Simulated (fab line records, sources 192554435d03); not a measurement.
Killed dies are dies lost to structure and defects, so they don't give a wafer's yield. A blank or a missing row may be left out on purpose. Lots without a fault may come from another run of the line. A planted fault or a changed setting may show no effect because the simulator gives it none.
fab line records | flow n5_finfet
record lots=5 wafers=15 last_day=18
route steps=1938 shown BEOL_M3@972 PASSIVATION@1936
lots that met no fault: from a run of the same line without faults
start_h: hours from the record's first day to the start of the lot's first wafer shown | wait_h: hours since the lot's step before | " the same as in the row above | L1.1+2: a row that stands for several wafers | - no value, or no start given | * or withheld: withheld | < > ~ a bound
route shown NAME@n: a module of which the file shows steps, and the number in the route of the first | usual: mean/standard deviation of fault-free wafers | same: alike in all rows | chamber/n: place in a boat | sites: the reading at each site | _std_site: their standard deviation | _edge_site: outer sites' mean less inner sites' | radius_mm: how far each site lies from the wafer's centre | mask NAME#n: copy n | behind: the tool/chamber that last shaped the wafer | hold: why the lot was held/for how many hours/how that ended | device: the transistor (n, p or np) that didn't switch | end of line: the same wafers' tests at the end of the route | a step without rows: its recipe alone | killed: dies lost to structure and defects at the first sort, not the wafer's yield | map: a wafer's dies, x killed, . not, _ none there
set.NAME: the setting as run; set.NAME@STEP: as run at that earlier step | model.NAME: the simulator's own value behind a step, which no gauge read
lots at some steps of the route; a table a step, a row a wafer
services: from which hour (start_h, from the record's first day; less than 0 if before it) a tool's chamber was out of use, for how many hours, and why
## steps
# step N5_BEOL_M3_ALD_98
# recipe material=SiO2 target_thk_a=25 temp_c=100 ald_precursor_family=BDEAS ald_co_reactant=O2-plasma pulse_time_s=1 co_reactant_pulse_time_s=1 purge_time_s=2 co_reactant_purge_time_s=2 ald_cycles=17 pressure_torr=2
# step N5_BEOL_M3_ETCHBACK_99
# recipe chemistry=CHF3 target=SiO2 target_depth_a=50 time_s=10.4 source_w=215 bias_w=47 Ar_flow_sccm=200 CHF3_flow_sccm=12 ion_energy_ev=100 pressure_mtorr=30
# step N5_BEOL_M3_ETCH_70
# recipe chemistry=N2/H2 target=SOC target_depth_a=800 overetch_a=160 mask_material=SiARC temp_c=40 time_s=120 ion_energy_ev=200 pressure_mtorr=30 source_w=840 bias_w=150 n2_flow_sccm=200 h2_flow_sccm=200
# step N5_BEOL_M3_STRIP_71
# recipe chemistry=N2/H2 temp_c=40 n2_flow_sccm=200 h2_flow_sccm=200 rf_frequency_hz=6e+07
# step N5_BEOL_M3_STRIP_78
# recipe chemistry=N2/H2 temp_c=40 n2_flow_sccm=200 h2_flow_sccm=200 rf_frequency_hz=6e+07
# step N5_BEOL_M3_VIA_ETCH_34
# recipe chemistry=C4F6/O2 target_depth_a=694 mask_material=SOC pressure_mtorr=15 ion_energy_ev=250 taper_deg=4 time_s=65.9 source_w=350 bias_w=170 Ar_flow_sccm=300 C4F6_flow_sccm=10 O2_flow_sccm=10
# step N5_BEOL_M3_STRIP_83
# recipe chemistry=C4F6/O2 resist=SiARC rf_frequency_hz=6e+07
# step N5_BEOL_M3_STRIP_36
# recipe chemistry=N2/H2 power_w=450 temp_c=40 pressure_mtorr=20 rf_frequency_hz=6e+07 overash_fraction=0.3 bias_power_w=7 h2_frac=0.5 n2_flow_sccm=200 h2_flow_sccm=200
# step N5_BEOL_M3_TRENCH_ETCH_37
# recipe chemistry=C4F6/O2 target_depth_a=555.55 target=SiOC time_s=29.2 ion_energy_ev=250 pressure_mtorr=30 source_w=355 bias_w=185 Ar_flow_sccm=300 C4F6_flow_sccm=10 O2_flow_sccm=10
# step N5_BEOL_M3_ETCH_41
# recipe chemistry=CH3F/O2 target=SiCN target_depth_a=299 taper_deg=2 time_s=52.5 ion_energy_ev=120 mask_material=TiN pressure_mtorr=30 source_w=395 bias_w=75 Ar_flow_sccm=150 CH3F_flow_sccm=30 O2_flow_sccm=20
# step N5_BEOL_M3_STRIP_97
# recipe chemistry=N2/H2 time_s=10 power_w=450 temp_c=40 pressure_mtorr=20 rf_frequency_hz=6e+07 bias_power_w=7 n2_flow_sccm=200 h2_flow_sccm=200
# step N5_BEOL_M3_OCD_MEAS_38
# usual trench_depth_nm=55.4/1.2
# columns lot.wafer tool chamber start_h wait_h trench_depth_nm
L880.1 ocd-01 - 158.45 - 54.4
L880.2 " - " " 57.7
L880.4 " - " " 57.7
L882.3 ocd-01 - 170.00 - 55.7
L882.4 " - " " 53.8
L882.5 " - " " 56.8
L883.3 ocd-02 - 197.20 - 57.9
L883.4 " - " " 56.1
L883.5 " - " " 55.1
L893.1 ocd-02 - 240.58 - 54.9
L893.3 " - " " 55.2
L893.6 " - " " 56.2
L899.2 ocd-02 - 283.39 - 55.5
L899.4 " - " " 57.0
L899.6 " - " " 54.1
# step N5_BEOL_M3_HM_STRIP_39
# recipe chemistry=peroxide_tin_strip material=TiN target_depth_a=250 temp_c=50 time_s=158
# usual bath_heat_duty_pct=6.9/0.77
# columns lot.wafer tool chamber start_h wait_h bath_heat_duty_pct
L880.1 wet_bench-04 6 158.48 0.0 5.8
L880.2 " 0 " " 7.9
L880.4 " 2 " " 6.4
L882.3 wet_bench-04 1 170.03 0.0 6.9
L882.4 " 2 " " 5.9
L882.5 " 4 " " 6.6
L883.3 wet_bench-04 1 197.23 0.0 7.1
L883.4 " 5 " " 6.6
L883.5 " 4 " " 7.1
L893.1 wet_bench-02 5 240.61 0.0 8.1
L893.3 " 3 " " 7.0
L893.6 " 4 " " 6.9
L899.2 wet_bench-04 4 283.42 0.0 7.3
L899.4 " 7 " " 6.3
L899.6 " 3 " " 7.3
# step N5_BEOL_M3_SRD_40
# recipe time_s=30 temp_c=23 rinse_liquid=diw dry=ipa_marangoni
# step N5_BEOL_M3_PRECLEAN_42
# recipe chemistry=residue_remover time_s=60 temp_c=40
# step N5_BEOL_M3_SRD_43
# recipe time_s=30 temp_c=23 rinse_liquid=diw dry=ipa_marangoni
# step N5_BEOL_M3_CD_MEAS_35
# recipe target_cd_nm=18 target_cd_y_nm=21 polarity=opening
# usual cd_nm=18.0/0.35
# columns lot.wafer tool chamber start_h wait_h cd_nm
L880.1 cd_sem-03 - 158.60 0.0 17.9
L880.2 " - " " 18.6
L880.4 " - " " 18.6
L882.3 cd_sem-03 - 170.16 0.0 17.8
L882.4 " - " " 18.3
L882.5 " - " " 18.4
L883.3 cd_sem-02 - 197.35 0.0 18.7
L883.4 " - " " 18.2
L883.5 " - " " 18.2
L893.1 cd_sem-01 - 240.73 0.0 17.8
L893.3 " - " " 17.9
L893.6 " - " " 18.4
L899.2 cd_sem-02 - 283.55 0.0 17.5
L899.4 " - " " 17.6
L899.6 " - " " 17.5
# step N5_BEOL_M3_DEGAS_44
# recipe ambient=vacuum temp_c=250 time_s=60
# usual heater_power_w=335/35
# columns lot.wafer tool chamber start_h wait_h heater_power_w
L880.1 pvd_sputter-01 - 159.31 0.7 389
L880.2 " - " " 318
L880.4 " - " " 317
L882.3 pvd_sputter-02 - 170.43 0.3 298
L882.4 " - " " 342
L882.5 " - " " 418
L883.3 pvd_sputter-02 - 198.23 0.9 421
L883.4 " - " " 346
L883.5 " - " " 285
L893.1 pvd_sputter-01 - 241.07 0.3 373
L893.3 " - " " 317
L893.6 " - " " 379
L899.2 pvd_sputter-03 - 284.27 0.7 334
L899.4 " - " " 360
L899.6 " - " " 351
# step N5_BEOL_M3_PRE_CLEAN_45
# recipe gas=H2/He time_s=30 temp_c=250
# usual heater_power_w=335/35
# columns lot.wafer tool chamber start_h wait_h heater_power_w
L880.1 pvd_sputter-01 - 159.35 0.0 399
L880.2 " - " " 322
L880.4 " - " " 319
L882.3 pvd_sputter-02 - 170.47 0.0 284
L882.4 " - " " 339
L882.5 " - " " 415
L883.3 pvd_sputter-02 - 198.27 0.0 417
L883.4 " - " " 334
L883.5 " - " " 289
L893.1 pvd_sputter-01 - 241.11 0.0 371
L893.3 " - " " 314
L893.6 " - " " 372
L899.2 pvd_sputter-03 - 284.31 0.0 336
L899.4 " - " " 349
L899.6 " - " " 361
# step N5_BEOL_M3_ALD_84
# recipe material=TaN target_thk_a=* temp_c=275 ald_precursor_family=PDMAT ald_co_reactant=NH3 pressure_torr=3 carrier_flow_sccm=1500 pulse_time_s=2 purge_time_s=3 co_reactant_purge_time_s=2 co_reactant_pulse_time_s=3 ald_cycles=30 precursor_vessel_temp_c=75 precursor_vessel_pressure_torr=26.25 precursor_vessel_carrier_sccm=1000
# step N5_BEOL_M3_SURFACE_TREAT_85
# recipe gas=Ar time_s=* ion_energy_ev=* ion_current_ma_cm2=0.5 pressure_mtorr=* ar_flow_sccm=30
# usual throttle_valve_pct=*
# columns lot.wafer tool chamber start_h wait_h throttle_valve_pct
L880.1 pvd_sputter-01 - 159.67 0.2 *
L880.2 " - " " *
L880.4 " - " " *
L882.3 pvd_sputter-01 - 170.84 0.2 *
L882.4 " - " " *
L882.5 " - " " *
L883.3 pvd_sputter-02 - 198.63 0.2 *
L883.4 " - " " *
L883.5 " - " " *
L893.1 pvd_sputter-02 - 241.45 0.2 *
L893.3 " - " " *
L893.6 " - " " *
L899.2 pvd_sputter-01 - 284.76 0.2 *
L899.4 " - " " *
L899.6 " - " " *
# step N5_BEOL_M3_CVD_47
# recipe material=Co target_thk_a=30 temp_c=withheld precursor=CCTBA/H2 pressure_torr=30 time_s=223.8
# step N5_BEOL_M3_SPUTTER_48
# recipe material=Cu target_thk_a=45 temp_c=-20 chamber_pressure_pa=0.07 power_w=withheld time_s=8.29
# step N5_BEOL_M3_ANNEAL_49
# recipe temp_c=400 time_s=240 ambient=vacuum
# step N5_BEOL_M3_SPUTTER_79
# recipe material=Cu target_thk_a=45 temp_c=-20 chamber_pressure_pa=0.07 power_w=withheld time_s=8.29
# step N5_BEOL_M3_ANNEAL_80
# recipe temp_c=400 time_s=240 ambient=vacuum
# step N5_BEOL_M3_SPUTTER_81
# recipe material=Cu target_thk_a=45 temp_c=-20 chamber_pressure_pa=0.07 power_w=withheld time_s=8.29
# step N5_BEOL_M3_ANNEAL_82
# recipe temp_c=400 time_s=240 ambient=vacuum
# step N5_BEOL_M3_SPUTTER_86
# recipe material=Cu target_thk_a=45 temp_c=-20 chamber_pressure_pa=0.07 power_w=withheld time_s=8.29
# step N5_BEOL_M3_ANNEAL_87
# recipe temp_c=400 time_s=240 ambient=vacuum
# step N5_BEOL_M3_SPUTTER_88
# recipe material=Cu target_thk_a=45 temp_c=-20 chamber_pressure_pa=0.07 power_w=withheld time_s=8.29
# step N5_BEOL_M3_ANNEAL_89
# recipe temp_c=400 time_s=240 ambient=vacuum
# step N5_BEOL_M3_SPUTTER_90
# recipe material=Cu target_thk_a=45 temp_c=-20 chamber_pressure_pa=0.07 power_w=withheld time_s=8.29
# step N5_BEOL_M3_ANNEAL_91
# recipe temp_c=400 time_s=240 ambient=vacuum
# step N5_BEOL_M3_SPUTTER_92
# recipe material=Cu target_thk_a=45 temp_c=-20 chamber_pressure_pa=0.07 power_w=withheld time_s=8.29
# step N5_BEOL_M3_ANNEAL_93
# recipe temp_c=400 time_s=240 ambient=vacuum
# usual heater_power_w=855/98
# columns lot.wafer tool chamber start_h wait_h heater_power_w
L880.1 pvd_sputter-03 - 161.88 0.0 812
L880.2 " - " " 891
L880.4 " - " " 775
L882.3 pvd_sputter-02 - 172.51 0.0 747
L882.4 " - " " 1033
L882.5 " - " " 1038
L883.3 pvd_sputter-03 - 200.37 0.0 875
L883.4 " - " " 793
L883.5 " - " " 884
L893.1 pvd_sputter-02 - 243.09 0.0 1069
L893.3 " - " " 731
L893.6 " - " " 740
L899.2 pvd_sputter-01 - 286.48 0.0 921
L899.4 " - " " 794
L899.6 " - " " 922
# step N5_BEOL_M3_SPUTTER_94
# recipe material=Cu target_thk_a=45 temp_c=-20 chamber_pressure_pa=0.07 power_w=withheld time_s=8.29
# step N5_BEOL_M3_ANNEAL_95
# recipe temp_c=400 time_s=240 ambient=vacuum
# usual heater_power_w=856/99
# columns lot.wafer tool chamber start_h wait_h heater_power_w
L880.1 pvd_sputter-03 - 162.10 0.0 813
L880.2 " - " " 872
L880.4 " - " " 780
L882.3 pvd_sputter-02 - 172.73 0.0 729
L882.4 " - " " 1047
L882.5 " - " " 1016
L883.3 pvd_sputter-03 - 200.59 0.0 902
L883.4 " - " " 794
L883.5 " - " " 883
L893.1 pvd_sputter-02 - 243.31 0.0 1003
L893.3 " - " " 726
L893.6 " - " " 755
L899.2 pvd_sputter-01 - 286.70 0.0 944
L899.4 " - " " 816
L899.6 " - " " 877
# step N5_BEOL_M3_SPUTTER_96
# recipe material=Cu target_thk_a=45 temp_c=-20 chamber_pressure_pa=0.07 power_w=withheld time_s=8.29
# step N5_BEOL_M3_ECD_50
# recipe material=Cu target_thk_a=3000
# step N5_BEOL_M3_ANNEAL_51
# recipe temp_c=225 time_s=90 ambient=N2
# step N5_BEOL_M3_CMP_52
# recipe stop_on=SiOC t_overpolish_s=6.8 down_force_psi=1 platen_rpm=50 clearing_platen_down_force_psi=1.5 clearing_platen_rpm=50 post_cmp_clean=cu_alkaline target_thk_nm=40 clearing_platen_pad_velocity_m_s=0.99484 pad_velocity_m_s=0.99484
# step N5_PASSIVATION_PROBE_49
# usual defect_limited_yield=91.6/1.4 killed_at_M0_to_M3=33/10 killed_at_M4_up=13/5.3 killed_at_contacts=13/5.9 killed_at_front_end=36/12 killed_at_other=4/3.1 killed_dies=99/16 killed_open=65/13 killed_short=32/7.3 sort_bin_5_function=4.9/0.9 sort_bin_6_memory=3.1/0.66 sort_bin_8_speed=0.0/0.42 sort_n_pass=1081/17 sort_yield_pct=91.6/1.4
# same gross_dies=1180 killed_at_back_side=0 sort_bin_4_leakage[%]=0
# columns lot.wafer tool chamber start_h wait_h defect_limited_yield[%] killed_at_M0_to_M3 killed_at_M4_up killed_at_contacts killed_at_front_end killed_at_other killed_dies killed_open killed_short sort_bin_5_function[%] sort_bin_6_memory[%] sort_bin_8_speed[%] sort_n_pass sort_yield_pct[%]
L882.3 prober-01 - 317.50 0.1 90.8 50 15 21 19 4 109 69 40 5.0 3.9 0 1071 90.8
L882.4 prober-01 - 317.55 0.2 91.5 44 10 22 22 2 100 65 34 4.4 3.7 0 1080 91.5
L882.5 prober-01 - 317.60 0.2 89.3 60 17 18 30 1 126 80 45 5.8 4.2 0 1054 89.3
L883.3 prober-01 - 321.11 0.1 91.8 39 9 18 26 5 97 61 36 5.0 2.9 0 1083 91.8
L883.4 prober-01 - 321.16 0.2 83.9 143 5 17 24 1 190 50 22 9.1 4.2 0 990 83.9
L883.5 prober-01 - 321.21 0.2 90.7 41 13 16 35 5 110 58 35 5.5 2.7 0 1070 90.7
L899.2 prober-02 - 428.83 0.1 88.4 33 33 12 56 3 137 91 45 6.8 4.3 0 1043 88.4
L899.4 prober-02 - 428.93 0.2 89.6 26 28 9 59 1 123 79 43 6.4 3.6 0 1057 89.6
L899.6 prober-02 - 429.03 0.3 91.5 35 15 11 38 1 100 64 35 4.7 3.6 0 1080 91.5
# killed by level:class
L882.3 MOL_CONTACT_COAG:geometric_particle:open=18 BEOL_M0_SAQP:geometric_particle:open=16 BEOL_M0_SAQP:geometric_particle:short=10 BEOL_M1:geometric_particle:short=8 BEOL_M1:geometric_particle:open=8 BEOL_M4:geometric_particle:open=8 FIN_SAQP:geometric_particle:short=5 BEOL_M2:geometric_particle:open=5
L882.4 MOL_CONTACT_COAG:geometric_particle:open=16 BEOL_M0_SAQP:geometric_particle:open=12 BEOL_M0_SAQP:geometric_particle:short=10 BEOL_M1:geometric_particle:open=8 BEOL_M2:geometric_particle:open=6 MOL_CONTACT_COAG:geometric_particle:short=6 GATE_CUT:geometric_particle:short=4 BEOL_M4:geometric_particle:open=4
L882.5 BEOL_M0_SAQP:geometric_particle:open=27 BEOL_M0_SAQP:geometric_particle:short=16 MOL_CONTACT_COAG:geometric_particle:open=13 FIN_SAQP:geometric_particle:short=7 BEOL_M2:geometric_particle:open=6 MOL_CONTACT_COAG:geometric_particle:short=5 BEOL_M4:geometric_particle:open=5 GATE_CUT:geometric_particle:short=4
L883.3 MOL_CONTACT_COAG:geometric_particle:open=16 BEOL_M0_SAQP:geometric_particle:short=14 BEOL_M0_SAQP:geometric_particle:open=11 STI_FIN_REVEAL:geometric_particle:open=6 DUMMY_GATE:geometric_particle:open=6 BEOL_M1:geometric_particle:open=4 BEOL_M2:geometric_particle:open=4 FIN_SAQP:geometric_particle:short=3
L883.4 BEOL_M3:unspecified=118 MOL_CONTACT_COAG:geometric_particle:open=14 BEOL_M2:geometric_particle:open=7 BEOL_M0_SAQP:geometric_particle:short=7 BEOL_M0_SAQP:geometric_particle:open=6 GATE_CUT:geometric_particle:short=5 DUMMY_GATE:geometric_particle:open=4 FIN_SAQP:geometric_particle:open=3
L883.5 MOL_CONTACT_COAG:geometric_particle:open=14 HKMG_FIN:area_etch=12 BEOL_M0_SAQP:geometric_particle:open=11 BEOL_M0_SAQP:geometric_particle:short=11 BEOL_M2:geometric_particle:open=7 STARTING-WAFER:geometric_particle:short=5 DUMMY_GATE:geometric_particle:open=4 BEOL_M5:geometric_particle:open=4
L899.2 BEOL_M4:geometric_particle:open=22 STI_FIN_REVEAL:geometric_particle:open=11 MOL_CONTACT_COAG:geometric_particle:open=11 BEOL_M2:geometric_particle:open=9 ILD0:geometric_particle:open=7 BEOL_M3:geometric_particle:short=7 FIN_SAQP:geometric_particle:open=6 DUMMY_GATE:geometric_particle:open=6
L899.4 BEOL_M3:geometric_particle:open=14 BEOL_M4:geometric_particle:open=11 FIN_SAQP:geometric_particle:short=9 DUMMY_GATE:geometric_particle:open=8 MOL_CONTACT_COAG:geometric_particle:open=8 FIN_SAQP:geometric_particle:open=7 ILD0:geometric_particle:open=7 STARTING-WAFER:geometric_particle:short=6
L899.6 BEOL_M4:geometric_particle:open=10 BEOL_M2:geometric_particle:open=9 FIN_SAQP:geometric_particle:short=8 MOL_CONTACT_COAG:geometric_particle:open=8 BEOL_M0_SAQP:geometric_particle:open=8 DUMMY_GATE:geometric_particle:open=7 BEOL_M0_SAQP:geometric_particle:short=7 STI_FIN_REVEAL:geometric_particle:open=4
# map L883.4 (x killed, . not)
_________________............________________
______________............x....._____________
___________.............x.x........__________
__________x...x....x.............x.._________
________..x.........x.......x........._______
_______x..................xxx..x.......______
______.......x........xx.xxxxx.x........_____
_____.......x......xxxxxxxxxxxxx.........____
____...............x..xxxxxxxxx..x.......x___
___.x......x.......xxxxxxxxxxxxx.x.........__
___..x..........xxxx.xxxxxxxxxxxx..........__
__..........x.....x.xxxxxxxxxxxxxx.......x.._
__.......x.........xxxxxxxxxxxxxx..x........_
_...................x.x.xxxxxxxx.............
_.........x..........x.x.xxxxxx.x............
_...........x..........x..xxx..x.x.........x.
_.............x.x...x...xx...................
_..........x............x...................x
_.........x..............................x.x.
_....................x..x.........x...x......
_.....x................x..........x..........
__............x.........x.............x..x.._
__.......x..............................x..._
___................x...x............x......__
___.x.................................x....__
____...................x.......x..........___
_____..x..................x.....x.......x____
______...............x.x................_____
_______.x......................x.......______
________.......x.........x..x......x.._______
__________.........................._________
___________...........x............__________
______________.................._____________
_________________.....xx.....________________
# map L882.5 (x killed, . not)
_________________............________________
______________............x....x_____________
___________..x...x...x......x......__________
__________.....................x...._________
________.................x..........x._______
_______............x..............x....______
______....x.......x....................._____
_____..........x....................x....____
____......................x........x.x....___
___........................x......xx.....x.__
___..x......xx.x......x....x...........x...__
__..x..........x...........x.............x.._
__..x..xxx.........x............x...x....x.._
_..x..x...............x.xx...........x.xxx...
_.......................x....x..x............
_..x.........xx.x....x.....x.......x.xx......
_...........x.......x....x.............x...x.
_.....x.........x....x...............x.......
_..........x.x.......................x.......
_..........x.............xxx..............x..
_.....x.......x.x...........x......x....x....
__...........x....x....xx..x..........x....._
__......x..x...........................x...._
___.......x..x.....x...x.................x.__
___x..............x.....x..x........xx.....__
____...............x..x...........x...x...___
_____.......................x.....x......____
______........................x........._____
_______............x..............x....______
________.x...........................x_______
__________...x..........xx....x....._________
___________.....x...x.x......x.....__________
______________........x........x_____________
_________________............________________
## services
# columns tool chamber start_h hours kind
pvd_sputter-01 - 143.59 5.2 repair
## key
first_sign step=N5_PASSIVATION_PROBE_49 reading=killed_at_M0_to_M3 direction=up sigmas=11 usual=33 struck=143
effect step=N5_PASSIVATION_PROBE_49 reading=defect_limited_yield direction=down sigmas=5.5 usual=91.6 struck=83.9
more_kills_born_at N5_BEOL_M3_HM_STRIP_39@wet_bench-04=118
met_at N5_BEOL_M3_HM_STRIP_39
struck_wafers L883.4
baseline_loss step=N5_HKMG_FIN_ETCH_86 wafers=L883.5
fault kind=chamber_particle_source tool=wet_bench-04 chamber=5 onset_h=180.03 steps=N5_BEOL_M3_HM_STRIP_39 rate_per_visit_cm2=0.76144 end_h=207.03
# baseline_loss: these wafers lose ten dies or more at that step, a loss of the line's own and not of a fault; the sort's usual values leave them out
